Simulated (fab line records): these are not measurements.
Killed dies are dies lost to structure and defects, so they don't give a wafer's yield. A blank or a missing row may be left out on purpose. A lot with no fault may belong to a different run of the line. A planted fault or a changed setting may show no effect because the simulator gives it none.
Chamber matching ; flow nand_harc ; NHARC_A_DECK1_JOINT_DEP_16 on pecvd-04 has 3 sister chambers
The step deposits SiO2, target thk 45 nm. 14 wafers are shown with their chamber, then 7 later ones without.

EACH WAFER AND ITS CHAMBER
wafer;chamber;throttle_valve_pct (%);rf_fwd_power_W (W);heater_power_w (W)
L647.1;2;16.0;892.9;611
L647.3;0;15.7;895.7;527
L647.6;2;16.2;893.2;589
L649.1;1;15.4;897.7;524
L649.2;2;16.0;892.8;588
L649.3;0;16.0;899.9;573
L650.2;2;16.2;894.9;696
L650.4;1;15.6;896.6;535
L650.5;0;15.7;896.1;603
L651.2;0;15.9;893.7;520
L651.5;1;15.7;900.8;517
L651.6;0;16.1;897.9;544
L654.1;0;16.0;896.3;713
L654.2;1;15.6;902.9;416

SIGNATURES, as means of the wafers listed above
reading;chamber 0;chamber 1;chamber 2;scatter within a chamber
throttle_valve_pct;15.900;15.575;16.100;0.144
rf_fwd_power_W;896.600;899.500;893.450;2.13
heater_power_w;580.00;498.00;621.00;62.5
Rule: distance of a wafer from a chamber = root of the sum over the readings of ((wafer's reading minus chamber's mean) / reading's scatter) squared. The wafer belongs to the nearest chamber; if the next one is less than 2 further off, it can't be placed. The scatter: take each reading less its chamber's mean, square it, sum over the shown wafers, divide by the number of wafers less the number of chambers, and take the root.

WAFERS WITH NO CHAMBER GIVEN
wafer;throttle_valve_pct (%);rf_fwd_power_W (W);heater_power_w (W)
L654.3;16.1;897.2;667
L655.1;15.8;894.6;446
L655.3;16.2;895.4;612
L655.4;15.7;895.8;469
L665.1;15.4;898.8;484
L665.3;16.6;894.8;617
L665.4;15.6;897.5;655

WHICH CHAMBER EACH ONE RAN IN
wafer;from the rows above;in truth
L654.3;can't be placed: 2 or 0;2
L655.1;can't be placed: 0 or 1 or 2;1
L655.3;can't be placed: 2 or 0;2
L655.4;can't be placed: 1 or 0 or 2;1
L665.1;1;1
L665.3;can't be placed: 2 or 0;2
L665.4;can't be placed: 0 or 1 or 2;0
Placed correctly: 1 of 7. These rows do not allow placing 6 (true chamber among the candidates in 6). Wrongly placed: 0.
